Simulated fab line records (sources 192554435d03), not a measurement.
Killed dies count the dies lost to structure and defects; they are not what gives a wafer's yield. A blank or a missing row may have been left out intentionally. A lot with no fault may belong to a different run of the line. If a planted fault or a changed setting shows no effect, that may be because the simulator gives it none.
One fault through the eyes of 2 desks + flow n5Finfet + only its own numbers are on each desk; what lay behind them is given at the end

## AT THE METROLOGY DESK
What the gauges read, lot by lot, whatever tool the lot ran on: means of the sampled wafers that have a number. Marked OUT: a lot whose mean sits more than 4 standard deviations from the usual mean, which makes it out of limits; the brackets give that distance. 7 of its 10 readings are shown, namely those furthest out on some lot.
Columns: A = DIBL_N at N5_BEOL_M4_RC_MEAS_101, usual 36.4 mV/V; B = IOFF_P at N5_BEOL_M4_RC_MEAS_101, usual 0.21 nA/um; C = ION_N at N5_BEOL_M4_RC_MEAS_101, usual 677 uA/um; D = ION_P at N5_BEOL_M4_RC_MEAS_101, usual 464 uA/um; E = SS_P at N5_BEOL_M4_RC_MEAS_101, usual 73.3 mV/dec; F = VT_N at N5_BEOL_M4_RC_MEAS_101, usual 250 mV; G = VT_P at N5_BEOL_M4_RC_MEAS_101, usual -251 mV
| lot  | first seen here | A    | B    | C   | D   | E    | F   | G    |
|------|-----------------|------|------|-----|-----|------|-----|------|
| L819 | day 7 20:13     | 36.8 | 0.28 | 681 | 469 | 74.0 | 248 | -244 |
| L820 | day 7 22:32     | 40.0 | 0.31 | 702 | 482 | 74.5 | 245 | -245 |
| L822 | day 8 21:05     | 37.0 | 0.30 | 689 | 482 | 73.2 | 245 | -241 |
| L823 | day 9 14:45     | 34.4 | 0.17 | 672 | 462 | 72.0 | 251 | -253 |
| L825 | day 10 10:13    | 32.5 | 0.15 | 663 | 458 | 72.9 | 257 | -255 |
| L826 | day 10 16:34    | 34.0 | 0.18 | 674 | 465 | 71.8 | 251 | -252 |
| L831 | day 11 09:40    | 33.7 | 0.19 | 688 | 470 | 73.2 | 247 | -250 |
| L837 | day 12 22:44    | 35.6 | 0.17 | 665 | 447 | 73.0 | 253 | -255 |
| L842 | day 14 07:26    | 31.1 | 0.11 | 656 | 446 | 71.4 | 258 | -261 |
This desk found nothing out of limits on any of the 9 lots.

## FOR THE TOOL OWNER'S DESK: rieMetal-03
The tool's own readings at N5_GATE_CUT_CUT_ETCH_54 (etches TiN in Cl2/BCl3, target depth 96.7 nm): means of the sampled wafers that have a number, for each lot that ran on this tool. Marked OUT: a lot whose mean sits more than 4 standard deviations from the usual mean, which makes it out of limits; the brackets give that distance.
Columns: A = biasW at N5_GATE_CUT_CUT_ETCH_54, usual 126.0 W; B = drypumpMotorCurrentA at N5_GATE_CUT_CUT_ETCH_54, usual 5.8 A; C = etchRfOnTimeS at N5_GATE_CUT_CUT_ETCH_54, usual 36.6 s; D = oesProductAu at N5_GATE_CUT_CUT_ETCH_54, usual 0.68 a.u.; E = rfFwdPowerW at N5_GATE_CUT_CUT_ETCH_54, usual 979 W; F = throttleValvePct at N5_GATE_CUT_CUT_ETCH_54, usual 22.3 %
| lot  | first seen here | A               | B   | C    | D    | E   | F    |
|------|-----------------|-----------------|-----|------|------|-----|------|
| L819 | day 4 11:31     | 125.4           | 5.6 | 36.4 | 0.71 | 974 | 22.6 |
| L831 | day 7 11:43     | 126.0           | 5.9 | 37.8 | 0.72 | 970 | 22.3 |
| L837 | day 9 00:25     | 130.2 (+11) OUT | 5.6 | 36.0 | 0.69 | 976 | 22.6 |
This desk's verdict: out of limits on L837, starting with L837 at day 9 00:25 (biasW at N5_GATE_CUT_CUT_ETCH_54). L819, L831 stayed within limits.

## BROUGHT TOGETHER
An alarm could have come from the tool owner's desk at day 9 00:25, on L837.
The metrology desk saw nothing out of limits.
The metrology desk has L837 on record, within its limits.
On rieMetal-03, each named lot ran N5_GATE_CUT_CUT_ETCH_54.

## WHAT HAD BEEN PUT IN BY THE SIMULATOR
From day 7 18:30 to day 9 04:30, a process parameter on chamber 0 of rieMetal-03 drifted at N5_GATE_CUT_CUT_ETCH_54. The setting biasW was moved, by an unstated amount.
Shown lots that were struck: L837.
Time in hours from fault onset to the first out-of-limits reading at each desk: the tool owner's desk, 30.
